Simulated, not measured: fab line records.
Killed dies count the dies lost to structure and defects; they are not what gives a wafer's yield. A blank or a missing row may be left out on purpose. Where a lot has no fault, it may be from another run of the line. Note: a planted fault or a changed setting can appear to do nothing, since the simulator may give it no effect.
fab line records + flow n5_finfet
record:
- lots: 4
- wafers: 12
- last_day: 17
route steps=1938 shown BEOL_M10@1500 BEOL_M11@1536 BEOL_M15@1830
lots untouched by any fault: they come from a run of this same line in which no faults occurred
start_h: start of the lot's first displayed wafer, in hours after the record's first day + wait_h: hours since the lot's step before + " unchanged from the row above + L1.1+2: one row covering several wafers at once + - no value present, or no start provided + * or withheld: withheld + < > ~ a bound
route shown NAME@n: names a module that has steps shown in the file, with the first one's number in the route + usual: mean/standard deviation taken from wafers without a fault + same: alike in all rows + chamber/n: place in a boat + sites: the reading at each site + _std_site: standard deviation of those values + _edge_site: the outer-site mean with the inner-site mean subtracted + radius_mm: how far each site lies from the wafer's centre + mask NAME#n: copy n + behind: the last tool/chamber to shape the wafer + hold: cause of the lot's hold/its duration in hours/its outcome + device: which transistor (n, p or np) failed to switch + end of line: at the end of the route, the tests of the same wafers + where a step has no rows: the recipe by itself + killed: dies that structure and defects cost at the first sort, which is not the same as the wafer's yield + map: dies across one wafer; x = killed, . = not, _ = none there
set.NAME: setting as actually run; set.NAME@STEP: the setting as run at that earlier step + model.NAME: the simulator's own value behind a step, which no gauge read
a table for each step, a row for each wafer; lots at some steps of the route
services: from which hour (start_h, from the record's first day; less than 0 if before it) a tool's chamber was out of use, for how many hours, and why
== steps ==
step: N5_BEOL_M10_PEB_26
recipe:
- peb_temp_c: withheld
- peb_time_s: 60
- resist: CAR-ArF
step: N5_BEOL_M10_DEVELOP_27
recipe:
- develop_time_s: 30
- developer: TMAH
- resist: CAR-ArF
- rinse_liquid: diw
- dry: air_spin
- dev_temp_c: 23
step: N5_BEOL_M10_DESCUM_33
recipe:
- chemistry: O2
- time_s: 7.9
- source_power_w: 50
- bias_power_w: 20
- pressure_mtorr: 20
- rf_frequency_hz: 2.712e+07
- temp_c: 40
- resist: CAR-ArF
- o2_flow_sccm: 225
step: N5_BEOL_M10_ETCH_65
recipe:
- chemistry: CF4
- target: SiARC
- target_depth_a: 390
- mask_material: CAR-ArF
- time_s: 65
- ion_energy_ev: 80
- pressure_mtorr: 40
- source_w: 545
- bias_w: 36
- Ar_flow_sccm: 100
- cf4_flow_sccm: 100
- ends: cleared
step: N5_BEOL_M10_ETCH_66
recipe:
- chemistry: N2/H2
- target: SOC
- target_depth_a: 1200
- overetch_a: 240
- mask_material: SiARC
- temp_c: 40
- time_s: 180
- ion_energy_ev: 200
- pressure_mtorr: 30
- source_w: 840
- bias_w: 150
- n2_flow_sccm: 200
- h2_flow_sccm: 200
step: N5_BEOL_M10_STRIP_69
recipe:
- chemistry: N2/H2
- temp_c: 40
- n2_flow_sccm: 200
- h2_flow_sccm: 200
- rf_frequency_hz: 6e+07
step: N5_BEOL_M10_VIA_ETCH_34
recipe:
- chemistry: C4F6/O2
- target: SiCOH_lowk
- target_depth_a: 1845
- mask_material: SOC
- taper_deg: 4
- time_s: 69.2
- ion_energy_ev: 250
- pressure_mtorr: 30
- source_w: 345
- bias_w: 185
- Ar_flow_sccm: 300
- C4F6_flow_sccm: 10
- O2_flow_sccm: 10
step: N5_BEOL_M10_STRIP_73
recipe:
- chemistry: C4F6/O2
- resist: SiARC
- rf_frequency_hz: 6e+07
step: N5_BEOL_M10_STRIP_36
recipe:
- chemistry: N2/H2
- power_w: 450
- temp_c: 40
- pressure_mtorr: 20
- rf_frequency_hz: 6e+07
- overash_fraction: 0.3
- bias_power_w: 7
- h2_frac: 0.5
- n2_flow_sccm: 200
- h2_flow_sccm: 200
step: N5_BEOL_M10_TRENCH_ETCH_37
recipe:
- chemistry: C4F6/O2
- target_depth_a: 1488.3
- target: SiCOH_lowk
- time_s: 48
- ion_energy_ev: 250
- pressure_mtorr: 30
- source_w: 345
- bias_w: 185
- Ar_flow_sccm: 300
- C4F6_flow_sccm: 10
- O2_flow_sccm: 10
usual:
- bias_w: 185.0/0.45
- drypump_motor_current_A: 5.6/0.52
- oes_ar_750_au: 0.81/0.051
- oes_f_703_au: 0.82/0.052
- oes_o_777_au: 0.82/0.05
- oes_product_au: 0.81/0.054
- rf_fwd_power_W: 341.5/1.4
- rf_vpp_V: 664/7
- showerhead_plenum_p_Torr: 2.87/0.11
- throttle_valve_pct: 20.85/0.14
| lot.wafer | tool        | chamber | start_h | wait_h | bias_w | drypump_motor_current_A | oes_ar_750_au | oes_f_703_au | oes_o_777_au | oes_product_au | rf_fwd_power_W | rf_hours_counter_h | rf_vpp_V | showerhead_plenum_p_Torr | throttle_valve_pct | model.BEOL_M10.feature_depth_nm | model.etch.depth_nm | model.TiN_of_BEOL_M10_HM_DEP_02.thk_nm |
|-----------|-------------|---------|---------|--------|--------|-------------------------|---------------|--------------|--------------|----------------|----------------|--------------------|----------|--------------------------|--------------------|---------------------------------|---------------------|----------------------------------------|
| L562.2    | rie_diel-06 | 0       | 268.49  | -      | 185.1  | 5.3                     | 0.84          | 0.84         | 0.84         | 0.84           | 343.3          | 49                 | 673      | 3.00                     | 20.90              | 148.8                           | 148.8               | 15.8                                   |
| L562.3    | "           | 2       | "       | "      | 184.8  | 5.5                     | 0.85          | 0.85         | 0.85         | 0.85           | 341.6          | 66                 | 670      | 3.00                     | 21.07              | 152.2                           | 152.2               | 15.4                                   |
| L562.4    | "           | 3       | "       | "      | 185.2  | 5.1                     | 0.83          | 0.83         | 0.82         | 0.82           | 343.8          | 81                 | 678      | 2.97                     | 20.86              | 149.6                           | 149.6               | 15.8                                   |
| L565.2    | rie_diel-06 | 1       | 300.05  | -      | 184.7  | 6.6                     | 0.76          | 0.76         | 0.77         | 0.75           | 341.1          | 149                | 667      | 2.72                     | 20.96              | 146                             | 146.1               | 15.8                                   |
| L565.5    | "           | 1       | "       | "      | 185.8  | 6.6                     | 0.77          | 0.76         | 0.77         | 0.76           | 341.8          | -                  | 665      | 2.72                     | 20.97              | 147                             | 147.1               | 16.2                                   |
| L565.6    | "           | 0       | "       | "      | 184.7  | 5.3                     | 1.08          | 1.46         | 1.37         | 0.94           | 550.3          | -                  | 532      | 3.00                     | 20.96              | 179                             | 178.9               | 15.2                                   |
| L567.1    | rie_diel-06 | 0       | 306.98  | -      | 185.2  | 5.3                     | 1.08          | 1.45         | 1.36         | 0.94           | 548.9          | 61                 | 532      | 3.00                     | 20.95              | 179.4                           | 179.5               | 15.4                                   |
| L567.2    | "           | 3       | "       | "      | 184.0  | 5.1                     | 0.81          | 0.82         | 0.81         | 0.82           | 342.8          | 93                 | 678      | 2.97                     | 20.89              | 150.4                           | 150.4               | 15.6                                   |
| L567.4    | "           | 2       | "       | "      | 185.2  | 5.4                     | 0.83          | 0.83         | 0.83         | 0.82           | 344.0          | 78                 | 671      | 3.00                     | 21.10              | 150.4                           | 150.4               | 16                                     |
| L576.2    | rie_diel-02 | 0       | 366.30  | -      | 184.6  | 5.8                     | 0.78          | 0.77         | 0.77         | 0.77           | 342.1          | 122                | 658      | 2.87                     | 20.80              | 148.2                           | 148.1               | 15.8                                   |
| L576.4    | "           | 1       | "       | "      | 185.0  | 5.6                     | 0.77          | 0.79         | 0.78         | 0.76           | 339.4          | 132                | 660      | 2.83                     | 20.65              | 148.8                           | 148.8               | 16.2                                   |
| L576.6    | "           | 2       | "       | "      | 184.7  | 5.7                     | 0.78          | 0.79         | 0.82         | 0.77           | 340.2          | -                  | 654      | 2.97                     | 20.82              | 148                             | 148                 | 15.6                                   |
step: N5_BEOL_M10_ETCH_41
recipe:
- chemistry: CH3F/O2
- target: SiCN
- target_depth_a: 426
- taper_deg: 2
- time_s: 86
- ion_energy_ev: 120
- mask_material: TiN
- pressure_mtorr: 30
- source_w: 395
- bias_w: 75
- Ar_flow_sccm: 150
- CH3F_flow_sccm: 30
- O2_flow_sccm: 20
step: N5_BEOL_M10_STRIP_77
recipe:
- chemistry: N2/H2
- time_s: 10
- power_w: 450
- temp_c: 40
- pressure_mtorr: 20
- rf_frequency_hz: 6e+07
- bias_power_w: 7
- n2_flow_sccm: 200
- h2_flow_sccm: 200
step: N5_BEOL_M10_OCD_MEAS_38
usual:
- trench_depth_nm: 148.4/1.8
| lot.wafer | tool   | chamber | start_h | wait_h | trench_depth_nm |
|-----------|--------|---------|---------|--------|-----------------|
| L562.2    | ocd-02 | -       | 268.68  | -      | 148.9           |
| L562.3    | "      | -       | "       | "      | 152.4           |
| L562.4    | "      | -       | "       | "      | 149.7           |
| L565.2    | ocd-02 | -       | 300.23  | -      | 146.0           |
| L565.5    | "      | -       | "       | "      | 147.6           |
| L565.6    | "      | -       | "       | "      | 178.8           |
| L567.1    | ocd-01 | -       | 307.16  | -      | 179.6           |
| L567.2    | "      | -       | "       | "      | 150.7           |
| L567.4    | "      | -       | "       | "      | 149.8           |
| L576.2    | ocd-01 | -       | 366.48  | -      | 148.5           |
| L576.4    | "      | -       | "       | "      | 149.0           |
| L576.6    | "      | -       | "       | "      | 147.4           |
step: N5_BEOL_M10_HM_STRIP_39
recipe:
- chemistry: peroxide_tin_strip
- material: TiN
- target_depth_a: 250
- temp_c: 50
- time_s: 158
step: N5_BEOL_M10_SRD_40
recipe:
- time_s: 30
- temp_c: 23
- rinse_liquid: diw
- dry: ipa_marangoni
step: N5_BEOL_M10_PRECLEAN_42
recipe:
- chemistry: residue_remover
- time_s: 60
- temp_c: 40
step: N5_BEOL_M10_SRD_43
recipe:
- time_s: 30
- temp_c: 23
- rinse_liquid: diw
- dry: ipa_marangoni
step: N5_BEOL_M10_CURE_72
recipe:
- temp_c: 370
- time_s: 120
- ambient: DMADMS/He
- material: SiCOH_lowk
step: N5_BEOL_M10_DEGAS_44
recipe:
- ambient: vacuum
- temp_c: 250
- time_s: 60
step: N5_BEOL_M10_PRE_CLEAN_45
recipe:
- gas: H2/He
- time_s: 30
- temp_c: 250
step: N5_BEOL_M10_ALD_74
recipe:
- material: TaN
- target_thk_a: 20
- temp_c: 275
- ald_precursor_family: PDMAT
- ald_co_reactant: NH3
- pressure_torr: 3
- carrier_flow_sccm: 1500
- pulse_time_s: 2
- purge_time_s: 3
- co_reactant_purge_time_s: 2
- co_reactant_pulse_time_s: 3
- ald_cycles: 40
- precursor_vessel_temp_c: 75
- precursor_vessel_pressure_torr: 26.25
- precursor_vessel_carrier_sccm: 1000
step: N5_BEOL_M10_SURFACE_TREAT_76
recipe:
- gas: Ar
- time_s: *
- ion_energy_ev: *
- ion_current_ma_cm2: 0.5
- pressure_mtorr: *
- ar_flow_sccm: 30
step: N5_BEOL_M10_CVD_75
recipe:
- material: Co
- target_thk_a: 20
- temp_c: withheld
- precursor: CCTBA/H2
- pressure_torr: 30
- time_s: 138.9
step: N5_BEOL_M10_SPUTTER_48
recipe:
- material: Cu
- target_thk_a: 120
- temp_c: -20
- bias_v: 60
- power_w: 26000
- chamber_pressure_pa: 0.13
- time_s: 2
step: N5_BEOL_M10_ECD_50
recipe:
- material: Cu
- target_thk_a: 3180
step: N5_BEOL_M10_ANNEAL_51
recipe:
- temp_c: 225
- time_s: 90
- ambient: N2
step: N5_BEOL_M10_CMP_52
recipe:
- stop_on: SiCOH_lowk
- t_overpolish_s: 7
- down_force_psi: 1
- platen_rpm: 50
- clearing_platen_down_force_psi: 1.5
- clearing_platen_rpm: 50
- post_cmp_clean: cu_alkaline
- target_thk_nm: 140
- clearing_platen_pad_velocity_m_s: 0.99484
- pad_velocity_m_s: 0.99484
usual:
- barrier_field_endpoint_s: 28.8/0.74
- clearing_platen_down_force_psi: 1.500/0.003
- clearing_platen_rpm: 49.997/0.028
- motor_current_A: 6.1/1
- overpolish_run_s: 6.999/0.0093
- pad_life_wafers: 870/550
- time_to_endpoint_s: 66/3.6
same:
- t_overpolish_s: 7
| lot.wafer | tool   | chamber | start_h | wait_h | barrier_field_endpoint_s | clearing_platen_down_force_psi | clearing_platen_rpm | motor_current_A | overpolish_run_s | pad_life_wafers | time_to_endpoint_s | model.Cu_of_BEOL_M10_ECD_50.thk_nm |
|-----------|--------|---------|---------|--------|--------------------------|--------------------------------|---------------------|-----------------|------------------|-----------------|--------------------|------------------------------------|
| L562.2    | cmp-03 | 3       | 271.12  | 0.2    | 29.3                     | 1.500                          | 49.984              | 5.0             | 6.996            | 696             | 72                 | 142                                |
| L562.4    | "      | 0       | "       | "      | 28.6                     | 1.502                          | 49.970              | 6.6             | 7.006            | 697             | 68                 | 139.6                              |
| L562.3    | "      | 2       | "       | "      | 28.1                     | 1.505                          | 49.963              | 6.4             | 6.999            | 699             | 68                 | 143.2                              |
| L565.2    | cmp-03 | 3       | 302.06  | 0.3    | 29.4                     | 1.498                          | 50.027              | 5.5             | 7.008            | 932             | 71                 | 139.4                              |
| L565.5    | "      | 1       | "       | "      | 29.6                     | 1.499                          | 50.025              | 5.2             | 7.006            | -               | 70                 | 138.6                              |
| L565.6    | "      | 2       | "       | "      | 29.1                     | 1.499                          | 49.977              | 6.2             | 7.005            | -               | 70                 | 170                                |
| L567.2    | cmp-01 | 3       | 309.42  | 0.2    | 28.4                     | 1.500                          | 50.031              | 5.7             | 6.994            | 1003            | 69                 | 140.2                              |
| L567.1    | "      | 0       | "       | "      | 29.6                     | 1.504                          | 49.999              | 5.9             | 6.993            | 1004            | 72                 | 172.2                              |
| L567.4    | "      | 1       | "       | "      | 29.3                     | 1.496                          | 49.971              | 5.7             | 6.996            | 1005            | 65                 | 141                                |
| L576.2    | cmp-03 | 0       | 368.74  | 0.2    | 28.7                     | 1.498                          | 49.974              | 6.7             | 6.999            | 1398            | 68                 | 138                                |
| L576.4    | "      | 2       | "       | "      | 29.5                     | 1.501                          | 49.964              | 6.1             | 7.002            | 1400            | 68                 | 139.8                              |
| L576.6    | "      | 0       | "       | "      | 28.5                     | 1.501                          | 50.019              | 6.2             | 7.002            | -               | 63                 | 139.2                              |
step: N5_BEOL_M10_THK_MEAS_53
recipe:
- thk_meas_gauge: xrf
- reads: Cu_of_BEOL_M10_ECD_50
usual:
- M10_THK: 135.4/2.1
| lot.wafer | tool          | chamber | start_h | wait_h | M10_THK[nm] |
|-----------|---------------|---------|---------|--------|-------------|
| L562.2    | film_metro-02 | -       | 271.42  | -      | 137.0       |
| L562.3    | "             | -       | "       | "      | 138.2       |
| L562.4    | "             | -       | "       | "      | 135.8       |
| L565.2    | film_metro-01 | -       | 302.28  | -      | 135.4       |
| L565.5    | "             | -       | "       | "      | 134.3       |
| L565.6    | "             | -       | "       | "      | 164.8       |
| L567.1    | film_metro-01 | -       | 309.68  | -      | 166.1       |
| L567.2    | "             | -       | "       | "      | 135.8       |
| L567.4    | "             | -       | "       | "      | 134.8       |
| L576.2    | film_metro-01 | -       | 369.03  | -      | 134.0       |
| L576.4    | "             | -       | "       | "      | 135.4       |
| L576.6    | "             | -       | "       | "      | 134.7       |
step: N5_BEOL_M10_PRE_CLEAN_55
recipe:
- gas: NH3
- time_s: 15
- temp_c: withheld
- rf_power_w: 300
step: N5_BEOL_M10_DEP_56
recipe:
- material: SiCN
- target_thk_a: 150
- temp_c: withheld
- precursor: 3MS/NH3
- pressure_torr: 3
- rf_w: 202
- time_s: 26.5
step: N5_BEOL_M10_RS_MEAS_57
recipe:
- thk_meas_gauge: four-point-probe
- reads: Cu_of_BEOL_M10_ECD_50+Co_of_BEOL_M10_CVD_75+TaN_of_BEOL_M10_ALD_74
usual:
- M10_RS: 0.1513/0.0026
| lot.wafer | tool          | chamber | start_h | wait_h | M10_RS[ohm/sq] |
|-----------|---------------|---------|---------|--------|----------------|
| L562.2    | film_metro-02 | -       | 271.55  | 0.1    | 0.1485         |
| L562.3    | "             | -       | "       | "      | 0.1471         |
| L562.4    | "             | -       | "       | "      | 0.1511         |
| L565.2    | film_metro-01 | -       | 302.42  | 0.1    | 0.1514         |
| L565.5    | "             | -       | "       | "      | 0.1525         |
| L565.6    | "             | -       | "       | "      | 0.1221         |
| L567.1    | film_metro-01 | -       | 309.81  | 0.1    | 0.1204         |
| L567.2    | "             | -       | "       | "      | 0.1507         |
| L567.4    | "             | -       | "       | "      | 0.1496         |
| L576.2    | film_metro-02 | -       | 369.17  | 0.1    | 0.1534         |
| L576.4    | "             | -       | "       | "      | 0.1510         |
| L576.6    | "             | -       | "       | "      | 0.1519         |
step: N5_BEOL_M11_ILD_DEP_00
recipe:
- material: SiCOH_lowk
- target_thk_a: 3085.1
- temp_c: 300
- precursor: DEMS/porogen
- pressure_torr: 5
- rf_w: 500
- time_s: 58
step: N5_BEOL_M11_CURE_71
recipe:
- temp_c: 385
- time_s: 240
- ambient: He/Ar
- material: SiCOH_lowk
step: N5_BEOL_M11_PECVD_70
recipe:
- material: SiO2
- target_thk_a: 200
- temp_c: 400
- precursor: TEOS/O2
- pressure_torr: 5.5
- rf_w: 450
- teos_flow_sccm: 53.8
- gas: O2
- flow_sccm: 3000
- time_s: 22.7
step: N5_BEOL_M11_HM_DEP_02
recipe:
- material: TiN
- target_thk_a: 200
- temp_c: 25
- chamber_pressure_pa: 0.49996
step: N5_BEOL_M11_COAT_59
recipe:
- resist: SOC
- temp_c: 250
- time_s: 60
- spin_rpm: 1500
- resist_thk_nm: 100
step: N5_BEOL_M15_RC_MEAS_101
usual:
- COMB_M11: 1.52e-11/2.9e-12
- COMB_M12: 7e-12/1.3e-12
- COMB_M13: 5.5e-12/1e-12
- COMB_M14: 4.3e-12/7.5e-13
- COMB_M15: 3.1e-12/5.1e-13
- COMB_M5: 3.6e-11/7.3e-12
- COMB_M6: 2.6e-11/4.9e-12
- COMB_M7: 2.6e-11/5.2e-12
- COMB_M8: 2.6e-11/5.4e-12
- COMB_M9: 1.5e-11/3e-12
- SERP_M10: 3.05/0.073
- SERP_M10_max_site: 3.15/0.082
- SERP_M11: 3.06/0.096
- SERP_M12: 0.645/0.017
- SERP_M13: 0.306/0.0065
- SERP_M14: 0.160/0.0032
- SERP_M5: 38.9/1.9
- SERP_M6: 13.8/0.47
- SERP_M7: 13.8/0.6
- SERP_M8: 13.7/0.49
- SERP_M9: 3.05/0.1
- SERP_M9_max_site: 3.14/0.1
| lot.wafer | tool      | chamber | start_h | wait_h | COMB_M11[S/m] | COMB_M12[S/m] | COMB_M13[S/m] | COMB_M14[S/m] | COMB_M15[S/m] | COMB_M5[S/m] | COMB_M6[S/m] | COMB_M7[S/m] | COMB_M8[S/m] | COMB_M9[S/m] | SERP_M10[ohm/um] | SERP_M10_max_site[ohm/um] | SERP_M11[ohm/um] | SERP_M12[ohm/um] | SERP_M13[ohm/um] | SERP_M14[ohm/um] | SERP_M5[ohm/um] | SERP_M6[ohm/um] | SERP_M7[ohm/um] | SERP_M8[ohm/um] | SERP_M9[ohm/um] | SERP_M9_max_site[ohm/um] |
|-----------|-----------|---------|---------|--------|---------------|---------------|---------------|---------------|---------------|--------------|--------------|--------------|--------------|--------------|------------------|---------------------------|------------------|------------------|------------------|------------------|-----------------|-----------------|-----------------|-----------------|-----------------|--------------------------|
| L562.2    | prober-02 | 0       | 309.56  | 0.2    | 1.25e-11      | 9.3e-12       | 7e-12         | 4.2e-12       | 4.3e-12       | 3.5e-11      | 3.3e-11      | 1.9e-11      | 2.7e-11      | 1.5e-11      | 2.95             | 3.02                      | 3.01             | 0.622            | 0.312            | 0.163            | 40.2            | 13.2            | 13.8            | 14.4            | 3.06            | 3.16                     |
| L562.3    | "         | 0       | "       | "      | 1.27e-11      | 7.3e-12       | 7.1e-12       | 4.6e-12       | 3.6e-12       | 3.4e-11      | 2.5e-11      | 2.4e-11      | 2.3e-11      | 1.2e-11      | 2.92             | 2.97                      | 3.12             | 0.637            | 0.318            | 0.163            | 38.8            | 13.4            | 13.4            | 13.5            | 3.16            | 3.26                     |
| L562.4    | "         | 0       | "       | "      | 1.2e-11       | 6.1e-12       | 6.5e-12       | 3.7e-12       | 3.4e-12       | 3.4e-11      | 3.1e-11      | 2.8e-11      | 2.3e-11      | 1.2e-11      | 2.97             | 3.05                      | 2.99             | 0.634            | 0.313            | 0.162            | 38.7            | 13.7            | 15.2            | 14.0            | 2.99            | 3.11                     |
| L565.2    | prober-02 | 0       | 333.97  | 0.2    | 1.49e-11      | 7.7e-12       | 5.8e-12       | 4.7e-12       | 3.7e-12       | 3.5e-11      | 3.8e-11      | 1.8e-11      | 2e-11        | 1.4e-11      | 3.00             | 3.19                      | 3.08             | 0.687            | 0.313            | 0.159            | 40.8            | 14.3            | 14.1            | 13.4            | 3.03            | 3.14                     |
| L565.5    | "         | 0       | "       | "      | 1.56e-11      | 5.9e-12       | 5.5e-12       | 4.6e-12       | 2.9e-12       | 2.6e-11      | 3.4e-11      | 2.2e-11      | 2.1e-11      | 1.6e-11      | 3.07             | 3.20                      | 3.17             | 0.630            | 0.314            | 0.154            | 37.5            | 14.0            | 13.3            | 13.4            | 2.96            | 3.11                     |
| L565.6    | "         | 0       | "       | "      | 1.63e-11      | 7.6e-12       | 7.8e-12       | 4.6e-12       | 3.7e-12       | 3.4e-11      | 2.7e-11      | 1.9e-11      | 2.7e-11      | 1.7e-11      | 2.40             | 2.59                      | 3.02             | 0.659            | 0.317            | 0.164            | 41.0            | 13.7            | 13.1            | 13.0            | 2.88            | 2.93                     |
| L567.1    | prober-02 | 0       | 339.32  | 0.0    | 1.32e-11      | 8e-12         | 4.7e-12       | 4.1e-12       | 3.8e-12       | 4.2e-11      | 2.6e-11      | 1.9e-11      | 2.3e-11      | 1.8e-11      | 2.48             | 2.56                      | 3.04             | 0.636            | 0.303            | 0.163            | 34.1            | 14.2            | 13.5            | 13.2            | 3.04            | 3.21                     |
| L567.2    | "         | 0       | "       | "      | 1.65e-11      | 9.7e-12       | 7.1e-12       | 4.7e-12       | 3.5e-12       | 3.6e-11      | 2.5e-11      | 2.2e-11      | 2.6e-11      | 1.3e-11      | 3.08             | 3.17                      | 3.11             | 0.646            | 0.311            | 0.158            | 37.3            | 13.6            | 13.2            | 14.4            | 3.04            | 3.08                     |
| L567.4    | "         | 0       | "       | "      | 1.34e-11      | 6.7e-12       | 5.5e-12       | 4.2e-12       | 3.5e-12       | 3.9e-11      | 2.3e-11      | 2.5e-11      | 1.9e-11      | 2.5e-11      | 3.07             | 3.14                      | 3.03             | 0.624            | 0.300            | 0.158            | 33.9            | 13.4            | 13.4            | 13.8            | 2.95            | 3.02                     |
| L576.2    | prober-01 | 0       | 398.65  | 0.2    | 1.34e-11      | 9e-12         | 7.3e-12       | 3.9e-12       | 3.8e-12       | 3.7e-11      | 3.4e-11      | 3e-11        | 2.3e-11      | 1.6e-11      | 3.17             | 3.28                      | 2.87             | 0.622            | 0.308            | 0.162            | 37.4            | 13.4            | 12.8            | 14.0            | 3.02            | 3.07                     |
| L576.4    | "         | 0       | "       | "      | 1.46e-11      | 8.3e-12       | 5.6e-12       | 4.2e-12       | 2.5e-12       | 3.6e-11      | 2.4e-11      | 3.6e-11      | 2.2e-11      | 1.6e-11      | 3.10             | 3.19                      | 3.08             | 0.657            | 0.303            | 0.167            | 34.6            | 13.5            | 12.9            | 13.5            | 3.28            | 3.45                     |
| L576.6    | "         | 0       | "       | "      | 1.65e-11      | 8.2e-12       | 3.7e-12       | 3.8e-12       | 2.1e-12       | 3.9e-11      | 2.5e-11      | 2.8e-11      | 2e-11        | 1.2e-11      | 3.12             | 3.21                      | 2.91             | 0.675            | 0.306            | 0.158            | 39.5            | 13.5            | 12.8            | 13.4            | 3.24            | 3.34                     |
sites SERP_M10 radius_mm=0,75,75,75,75,140,140,140,140
L562.2 2.85 2.90 2.97 2.88 2.96 2.95 2.96 2.89 3.02
L565.2 2.85 3.00 2.99 2.98 2.95 3.13 3.18 3.18 3.19
L567.1 2.36 2.45 2.48 2.42 2.43 2.55 2.56 2.53 2.50
L576.2 3.25 3.20 3.17 3.28 3.21 3.03 3.00 3.09 3.00
== services ==
| tool        | chamber | start_h | hours | kind   |
|-------------|---------|---------|-------|--------|
| rie_diel-02 | 1       | 259.35  | 18.6  | repair |
| cmp-03      | -       | 326.15  | 2.9   | repair |
| rie_diel-02 | 3       | 329.31  | 13.5  | repair |
| cmp-03      | -       | 331.98  | 1.0   | repair |
| cmp-03      | -       | 336.65  | 0.8   | repair |
| rie_diel-06 | -       | 358.14  | 0.3   | repair |
| cmp-03      | -       | 363.30  | 3.5   | repair |
== key ==
first_sign:
- step: N5_BEOL_M10_TRENCH_ETCH_37
- reading: rf_fwd_power_W
- direction: up
- sigmas: 99+
- usual: *
- struck: *
effect:
- step: N5_BEOL_M10_TRENCH_ETCH_37
- reading: rf_vpp_V
- direction: down
- sigmas: 19
- usual: 664
- struck: 532
effect:
- step: N5_BEOL_M10_OCD_MEAS_38
- reading: trench_depth_nm
- direction: up
- sigmas: 17
- usual: 148.4
- struck: 179.2
effect:
- step: N5_BEOL_M10_THK_MEAS_53
- reading: M10_THK
- direction: up
- sigmas: 15
- usual: 135.4
- struck: 165.4
effect:
- step: N5_BEOL_M10_RS_MEAS_57
- reading: M10_RS
- direction: down
- sigmas: 12
- usual: 0.1513
- struck: 0.1212
effect:
- step: N5_BEOL_M15_RC_MEAS_101
- reading: SERP_M10
- direction: down
- sigmas: 8.3
- usual: 3.05
- struck: 2.44
model_effect:
- step: N5_BEOL_M10_TRENCH_ETCH_37
- value: BEOL_M10.feature_depth_nm
- without: 149.2
- struck: 179.2
model_effect:
- step: N5_BEOL_M10_CMP_52
- value: Cu_of_BEOL_M10_ECD_50.thk_nm
- without: 141.1
- struck: 171.1
met_at N5_BEOL_M10_TRENCH_ETCH_37
struck_wafers L565.6,L567.1
onset_between 268.49 300.05
fault:
- kind: process_parameter_drift
- tool: rie_diel-06
- chamber: 0
- onset_h: 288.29
- steps: N5_BEOL_M10_TRENCH_ETCH_37
- channel: source_w
- offset: 207
- shape: step
- end_h: 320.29
- acts_in: these_recipes_only
- stated: 345
